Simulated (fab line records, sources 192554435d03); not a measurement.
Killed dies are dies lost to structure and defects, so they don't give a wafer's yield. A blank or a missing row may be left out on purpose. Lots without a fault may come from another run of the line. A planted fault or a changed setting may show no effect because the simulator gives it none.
Which tool did it? | flow n5_finfet | 12 lots, 33 wafers sampled, at 2 steps of a route of 1938

WHAT THE GAUGES READ, wafer by wafer
N5_BEOL_M15_CD_MEAS_28: target cd 407.6 nm.
lot  | measured     | on        | cd_nm (nm)
L624 | day 12 04:36 | cd_sem-02 | 408.5 409.5 410.4
L625 | day 12 22:38 | cd_sem-02 | 405.8 404.8 405.7
L627 | day 13 06:32 | cd_sem-01 | 406.7 404.4 407.2
L629 | day 13 05:57 | cd_sem-02 | 403.8 411.4 410.0
L631 | day 13 19:19 | cd_sem-01 | 410.1 410.8 410.5
L635 | day 15 21:42 | cd_sem-02 | 409.3 411.6 409.5
L639 | day 17 04:05 | cd_sem-02 | 407.8 407.3
L640 | day 16 14:20 | cd_sem-02 | 413.0 409.7 410.4
L641 | day 16 19:51 | cd_sem-01 | 410.4 409.8 409.0
L645 | day 18 02:57 | cd_sem-01 | 408.3 409.4
L646 | day 18 01:37 | cd_sem-01 | 412.3 410.8 410.6
L647 | day 18 20:51 | cd_sem-03 | 409.5 406.8

WHICH TOOL RAN EACH LOT (tool, then ch and the chambers of the sampled wafers, then the start)
lot  | N5_GATE_CUT_CMP_43
L624 | cmp-02 ch 0,1, day 4 19:37
L625 | cmp-01 ch 0,3, day 5 01:23
L627 | cmp-02 ch 1,3, day 5 16:41
L629 | cmp-03 ch 0,1,2, day 5 21:20
L631 | cmp-03 ch 0,3, day 6 07:06
L635 | cmp-03 ch 1,2,3, day 7 15:21
L639 | cmp-01 ch 1,3, day 8 09:51
L640 | cmp-01 ch 1,2,3, day 8 12:57
L641 | cmp-01 ch 0,1,3, day 8 18:38
L645 | cmp-03 ch 0,2, day 9 22:35
L646 | cmp-03 ch 0,1,3, day 10 02:43
L647 | cmp-03 ch 0,3, day 10 08:59
- N5_GATE_CUT_CMP_43: polishes SiO2.

WHAT THE TOOLS THEMSELVES READ (means of the sampled wafers that have a number; where no wafer has one, the mark that the record gives instead)
N5_GATE_CUT_CMP_43.
lot  | tool   | motor_current_A (A)
L624 | cmp-02 | 11.4
L625 | cmp-01 | 12.3
L627 | cmp-02 | 11.8
L629 | cmp-03 | 12.2
L631 | cmp-03 | 11.4
L635 | cmp-03 | 12.2
L639 | cmp-01 | 11.4
L640 | cmp-01 | 12.0
L641 | cmp-01 | 12.1
L645 | cmp-03 | 12.0
L646 | cmp-03 | 12.3
L647 | cmp-03 | 11.4

THE ANSWER, worked out from the rows above alone
Rule: what is usual is taken from the lots themselves. Put in order of their means at a reading, lots are off if they are a third of the lots or fewer, leave a main group of 4 or more, and stand apart from it by a gap of 3 or more times the standard deviation of the main group's means; of several such gaps the widest counts. A main group whose means are all the same, to the digits that the tables above print for the reading, isn't used. A lot without any number at a reading at which 4 lots or more have one is off too. The other lots that the step has rows for count as sound. The gauges are gone through in route order, then the tools' own readings, and for those a lot's mean is taken as printed above. The first step at which some lot is off is used, and at that step the reading that is off furthest; a lot without a number counts as furthest.
No lot is off at any reading shown: from this, nothing can be told.

WHAT THE SIMULATOR HAD PUT IN
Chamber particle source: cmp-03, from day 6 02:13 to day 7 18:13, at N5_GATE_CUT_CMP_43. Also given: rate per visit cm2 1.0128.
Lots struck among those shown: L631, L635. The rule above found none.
